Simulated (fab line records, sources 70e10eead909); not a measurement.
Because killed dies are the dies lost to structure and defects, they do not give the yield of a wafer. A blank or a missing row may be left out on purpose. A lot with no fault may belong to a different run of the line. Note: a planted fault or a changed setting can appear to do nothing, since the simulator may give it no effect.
2 desks, one fault :: flow nandHarc :: every desk sees just its own numbers, and what lay behind them comes last

## AT THE TOOL OWNER'S DESK: rieMetal-03
The tool's own readings at NHARC_A_WL_FILL_ETCHBACK_17 (etches the open film in Cl2/BCl3, target depth 4 nm, time 26.7 s): means of the sampled wafers that have a number, for each lot that ran on this tool. Any lot whose mean is over 4 standard deviations away from the usual mean is out of limits and marked OUT; that distance is given in the brackets.
Columns: A = drypumpMotorCurrentA at NHARC_A_WL_FILL_ETCHBACK_17, usual 5.7 A; B = oesProductAu at NHARC_A_WL_FILL_ETCHBACK_17, usual 1.001 a.u.; C = runLengthS at NHARC_A_WL_FILL_ETCHBACK_17, usual 47.8 s
lot: L980
first seen here: day 16 01:44
A: 5.9
B: 1.004
C: 47.8

lot: L982
first seen here: day 17 01:23
A: 5.7
B: 0.998
C: 48.1

lot: L984
first seen here: day 17 11:29
A: 5.9
B: 0.983
C: 47.8

lot: L985
first seen here: day 18 04:08
A: 5.9
B: 0.990
C: 48.0

lot: L990
first seen here: day 19 03:50
A: 5.7
B: 1.000
C: 48.2

lot: L989
first seen here: day 19 09:33
A: 6.0
B: 0.981
C: 44.2 (-12) OUT

lot: L995
first seen here: day 20 07:17
A: 5.8
B: 0.998
C: 44.2 (-12) OUT

lot: L996
first seen here: day 20 16:10
A: 5.9
B: 1.001
C: 45.4 (-8.1) OUT
This desk's finding: out of limits on L989, L995, L996; first on L989, day 19 09:33 (runLengthS at NHARC_A_WL_FILL_ETCHBACK_17). In limits: L980, L982, L984, L985, L990.

## THE DEFECT DESK
Lot by lot, what the route's inspections counted, given as the mean of those sampled wafers with a number. Any lot whose mean is over 4 standard deviations away from the usual mean is out of limits and marked OUT; that distance is given in the brackets.
Columns: A = rawDefectCount at NHARC_A_SGD_CUT_INSPECT_25, usual 349
lot: L980
first seen here: day 14 18:05
A: 376

lot: L978
first seen here: day 14 18:18
A: 397

lot: L982
first seen here: day 15 18:29
A: 681

lot: L981
first seen here: day 16 05:35
A: 216

lot: L984
first seen here: day 16 05:35
A: 225

lot: L983
first seen here: day 16 15:40
A: 436

lot: L985
first seen here: day 16 15:43
A: 422

lot: L987
first seen here: day 17 09:10
A: 508

lot: L990
first seen here: day 17 09:17
A: 294

lot: L989
first seen here: day 18 00:37
A: 262

lot: L994
first seen here: day 18 13:46
A: 357

lot: L995
first seen here: day 18 23:55
A: 310

lot: L996
first seen here: day 19 05:16
A: 266

lot: L998
first seen here: day 20 02:04
A: 264
This desk's finding: nothing out of limits on any of the 14 lots.

## BROUGHT TOGETHER
On L989, L995, L996, at day 19 09:33, an alarm was possible from the tool owner's desk.
Nothing the defect desk looked at was out of limits.
The defect desk has L989, L995, L996 on record, within its limits.
Of the lots named, all ran NHARC_A_WL_FILL_ETCHBACK_17 on rieMetal-03.

## WHAT HAD BEEN PUT IN BY THE SIMULATOR
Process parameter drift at NHARC_A_WL_FILL_ETCHBACK_17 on rieMetal-03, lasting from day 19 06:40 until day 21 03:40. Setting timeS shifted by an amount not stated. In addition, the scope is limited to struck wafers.
Struck lots among those shown: L989, L995, L996.
Time in hours from fault onset to the first out-of-limits reading at each desk: the tool owner's desk, 3.
